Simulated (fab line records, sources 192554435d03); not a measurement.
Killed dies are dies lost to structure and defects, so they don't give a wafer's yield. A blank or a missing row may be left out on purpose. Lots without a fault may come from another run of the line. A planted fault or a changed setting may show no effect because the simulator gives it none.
Which tool did it? | flow n5_finfet | 9 lots, 26 wafers sampled, at 4 steps of a route of 1938

WHAT THE GAUGES READ, wafer by wafer
N5_DUMMY_GATE_CD_MEAS_50: target cd 14 nm.
lot  | measured    | on        | cd_nm (nm)
L466 | day 3 01:55 | cd_sem-01 | 14.4 13.2 12.9
L468 | day 3 09:50 | cd_sem-03 | 13.0 13.5 13.3
L477 | day 5 23:00 | cd_sem-02 | 13.2 14.3
L484 | day 7 09:53 | cd_sem-01 | - - -
L485 | day 7 15:48 | cd_sem-03 | - - -
L486 | day 8 01:18 | cd_sem-03 | 13.9 13.8 13.5
L487 | day 8 08:37 | cd_sem-03 | 14.3 15.0 13.3
L488 | day 8 10:30 | cd_sem-02 | 13.6 15.0 13.6
L489 | day 8 18:59 | cd_sem-03 | 13.6 14.5 13.1

WHICH TOOL RAN EACH LOT (tool, then ch and the chambers of the sampled wafers, then the start)
lot  | N5_DUMMY_GATE_DESCUM_20           | N5_DUMMY_GATE_ETCH_29             | N5_DUMMY_GATE_ETCH_36
L466 | rie_diel-03 ch 0,3, day 3 01:32   | rie_diel-03 ch 0,3, day 3 01:36   | rie_diel-03 ch 0,3, day 3 01:38
L468 | rie_diel-02 ch 0,1, day 3 09:28   | rie_diel-02 ch 0,1, day 3 09:32   | rie_diel-02 ch 0,1, day 3 09:34
L477 | rie_diel-02 ch 0, day 5 22:37     | rie_diel-02 ch 0, day 5 22:41     | rie_diel-02 ch 0, day 5 22:44
L484 | rie_diel-06 ch 2,3, day 7 09:29   | rie_diel-06 ch 2,3, day 7 09:32   | rie_diel-06 ch 2,3, day 7 09:35
L485 | rie_diel-03 ch 2,3, day 7 15:24   | rie_diel-03 ch 2,3, day 7 15:28   | rie_diel-03 ch 2,3, day 7 15:30
L486 | rie_diel-03 ch 0,1,2, day 8 00:54 | rie_diel-03 ch 0,1,2, day 8 00:58 | rie_diel-03 ch 0,1,2, day 8 01:00
L487 | rie_diel-02 ch 0,1,3, day 8 08:11 | rie_diel-02 ch 0,1,3, day 8 08:16 | rie_diel-02 ch 0,1,3, day 8 08:18
L488 | rie_diel-06 ch 1,2,3, day 8 10:08 | rie_diel-06 ch 1,2,3, day 8 10:12 | rie_diel-06 ch 1,2,3, day 8 10:14
L489 | rie_diel-02 ch 1,2,3, day 8 18:35 | rie_diel-02 ch 1,2,3, day 8 18:39 | rie_diel-02 ch 1,2,3, day 8 18:41
- N5_DUMMY_GATE_DESCUM_20: chemistry O2, time 6.2 s.
- N5_DUMMY_GATE_ETCH_29: etches underlayer in N2/H2, target depth 13 nm.
- N5_DUMMY_GATE_ETCH_36: etches SiARC in CF4, target depth 13 nm.

THE ANSWER, worked out from the rows above alone
Rule: what is usual is taken from the lots themselves. Put in order of their means at a reading, lots are off if they are a third of the lots or fewer, leave a main group of 4 or more, and stand apart from it by a gap of 3 or more times the standard deviation of the main group's means; of several such gaps the widest counts. A main group whose means are all the same, to the digits that the tables above print for the reading, isn't used. A lot without any number at a reading at which 4 lots or more have one is off too. The other lots that the step has rows for count as sound.
Off: L484, L485, at N5_DUMMY_GATE_CD_MEAS_50 (cd_nm). Without a number there: L484, L485. The main group: mean 13.8 nm, standard deviation 0.29.
A tool fits if, at a process step before that reading, it ran every lot that is off, and no sound lot after the first of them. The gauges at N5_DUMMY_GATE_CD_MEAS_50 are tried like those tools. None of those tried fits.

WHAT THE SIMULATOR HAD PUT IN
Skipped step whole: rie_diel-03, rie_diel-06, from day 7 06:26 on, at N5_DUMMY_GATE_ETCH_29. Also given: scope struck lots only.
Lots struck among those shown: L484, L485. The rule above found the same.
